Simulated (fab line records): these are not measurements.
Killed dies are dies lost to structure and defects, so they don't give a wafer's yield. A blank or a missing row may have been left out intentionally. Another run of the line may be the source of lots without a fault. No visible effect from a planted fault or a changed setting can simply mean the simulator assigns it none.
Chamber matching | flow n5-finfet | N5_BEOL_M6_ETCH_61 on rie-diel-02 has 4 sister chambers
The step etches SiARC in CF4, target depth 45.5 nm, time 75.8 s. 20 wafers are shown with their chamber, then 10 later ones without.

EACH WAFER AND ITS CHAMBER
wafer  | chamber | drypump-motor-current-A (A) | throttle-valve-pct (%) | showerhead-plenum-p-Torr (Torr)
L074.2 | 0       | 6.3                         | 15.87                  | 2.17
L074.3 | 3       | 5.7                         | 15.32                  | 2.10
L074.5 | 0       | 6.3                         | 15.84                  | 2.17
L075.3 | 2       | 5.3                         | 15.36                  | 2.22
L075.4 | 2       | 5.2                         | 15.35                  | 2.22
L075.6 | 0       | 6.3                         | 15.87                  | 2.17
L078.2 | 1       | 5.5                         | 15.54                  | 2.11
L078.3 | 0       | 6.4                         | 15.88                  | 2.16
L078.6 | 1       | 5.5                         | 15.54                  | 2.11
L083.1 | 0       | 6.3                         | 15.89                  | 2.16
L083.2 | 1       | 5.4                         | 15.55                  | 2.11
L083.5 | 0       | 6.3                         | 15.91                  | 2.16
L080.1 | 0       | 6.3                         | 15.91                  | 2.16
L080.3 | 3       | 5.7                         | 15.35                  | 2.09
L080.4 | 2       | 5.2                         | 15.41                  | 2.21
L093.1 | 0       | 6.3                         | 15.96                  | 2.15
L093.3 | 1       | 5.5                         | 15.60                  | 2.10
L093.5 | 2       | 5.2                         | 15.44                  | 2.20
L092.3 | 1       | 5.5                         | 15.60                  | 2.10
L092.4 | 2       | 5.2                         | 15.44                  | 2.20

SIGNATURES, as means of the wafers listed above
reading                  | chamber 0 | chamber 1 | chamber 2 | chamber 3 | scatter within a chamber
drypump-motor-current-A  | 6.312     | 5.480     | 5.220     | 5.700     | 0.0393
throttle-valve-pct       | 15.8912   | 15.5660   | 15.4000   | 15.3350   | 0.0361
showerhead-plenum-p-Torr | 2.1625    | 2.1060    | 2.2100    | 2.0950    | 0.00758
Rule: distance of a wafer from a chamber = root of the sum over the readings of ((wafer's reading minus chamber's mean) / reading's scatter) squared. The wafer belongs to the nearest chamber; if the next one is less than 2 further off, it can't be placed. The scatter: take each reading less its chamber's mean, square it, sum over the shown wafers, divide by the number of wafers less the number of chambers, and take the root.

WAFERS WITHOUT THEIR CHAMBER
wafer  | drypump-motor-current-A (A) | throttle-valve-pct (%) | showerhead-plenum-p-Torr (Torr)
L092.5 | 6.3                         | 15.95                  | 2.15
L094.1 | 5.5                         | 15.60                  | 2.10
L094.2 | 5.2                         | 15.45                  | 2.20
L094.5 | 5.2                         | 15.47                  | 2.20
L095.1 | 5.4                         | 15.61                  | 2.10
L095.5 | 5.2                         | 15.45                  | 2.20
L095.6 | 6.3                         | 15.96                  | 2.15
L096.3 | 5.5                         | 15.63                  | 2.10
L096.5 | 5.7                         | 15.40                  | 2.09
L096.6 | 6.3                         | 15.99                  | 2.15

CHAMBER TAKEN BY EACH
wafer  | from the rows above | in truth
L092.5 | 0                   | 0
L094.1 | 1                   | 1
L094.2 | 2                   | 2
L094.5 | 2                   | 2
L095.1 | 1                   | 1
L095.5 | 2                   | 2
L095.6 | 0                   | 0
L096.3 | 1                   | 1
L096.5 | 3                   | 3
L096.6 | 0                   | 0
Correctly placed: 10 of 10. Not placeable from these rows: 0. 0 placed wrongly.
